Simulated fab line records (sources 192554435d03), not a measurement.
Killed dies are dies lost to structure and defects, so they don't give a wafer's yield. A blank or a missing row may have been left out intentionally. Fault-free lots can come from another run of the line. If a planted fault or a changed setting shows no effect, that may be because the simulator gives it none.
Chamber matching ; flow n5Finfet ; N5_BEOL_M15_DEP_53 on pecvd-04: 3 sister chambers
The step deposits SiCN from 3MS/NH3, target thk 50 nm, time 17.8 s. 16 wafers are shown with their chamber, then 8 later ones without.

WAFERS PAIRED WITH THEIR CHAMBERS
wafer;chamber;throttleValvePct (%);showerheadPlenumPTorr (Torr);chamberPressureTorr (Torr)
L074.3;2;17.9;4.181;3.017
L074.4;0;17.7;4.170;2.996
L074.6;1;19.1;4.175;3.000
L076.2;1;19.0;4.178;2.995
L076.3;0;17.6;4.174;2.994
L076.4;2;17.6;4.181;3.003
L081.2;1;19.2;4.179;3.003
L081.3;0;17.9;4.162;2.996
L081.5;1;18.9;4.178;2.998
L082.3;1;19.0;4.181;3.006
L082.4;2;17.9;4.175;2.991
L082.6;1;19.2;4.185;2.993
L078.1;0;17.9;4.163;2.994
L078.4;1;18.9;4.172;3.007
L078.5;2;17.9;4.172;3.001
L088.1;2;17.8;4.185;3.013

SIGNATURES (averages over the wafers above)
reading;chamber 0;chamber 1;chamber 2;scatter within a chamber
throttleValvePct;17.775;19.043;17.820;0.134
showerheadPlenumPTorr;4.16725;4.17829;4.17880;0.00489
chamberPressureTorr;2.99500;3.00029;3.00500;0.00679
Rule: for a wafer and a chamber, the distance is found by dividing, reading by reading, the gap between the wafer's reading and the chamber's mean by the reading's scatter, squaring, summing and taking the root. The wafer belongs to the nearest chamber; if the next one is less than 2 further off, it can't be placed. The scatter: the root of (the sum of the squares of (reading less its chamber's mean) over the shown wafers, divided by (wafers less chambers)).

WAFERS WHOSE CHAMBER IS MISSING
wafer;throttleValvePct (%);showerheadPlenumPTorr (Torr);chamberPressureTorr (Torr)
L088.2;17.5;4.169;2.997
L088.3;19.2;4.179;2.994
L087.2;19.1;4.181;3.004
L087.3;17.9;4.181;3.003
L087.6;19.3;4.174;2.995
L092.1;17.6;4.162;3.003
L092.3;18.0;4.186;2.987
L092.4;17.8;4.169;2.996

WHICH CHAMBER EACH ONE RAN IN
wafer;from the rows above;in truth
L088.2;can't be placed: 0 or 2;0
L088.3;1;1
L087.2;1;1
L087.3;2;2
L087.6;1;1
L092.1;can't be placed: 0 or 2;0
L092.3;can't be placed: 2 or 0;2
L092.4;can't be placed: 0 or 2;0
Correctly placed: 4 of 8. From these rows, 4 cannot be placed; in 4 the true chamber is one of the candidates. Number placed wrongly: 0.
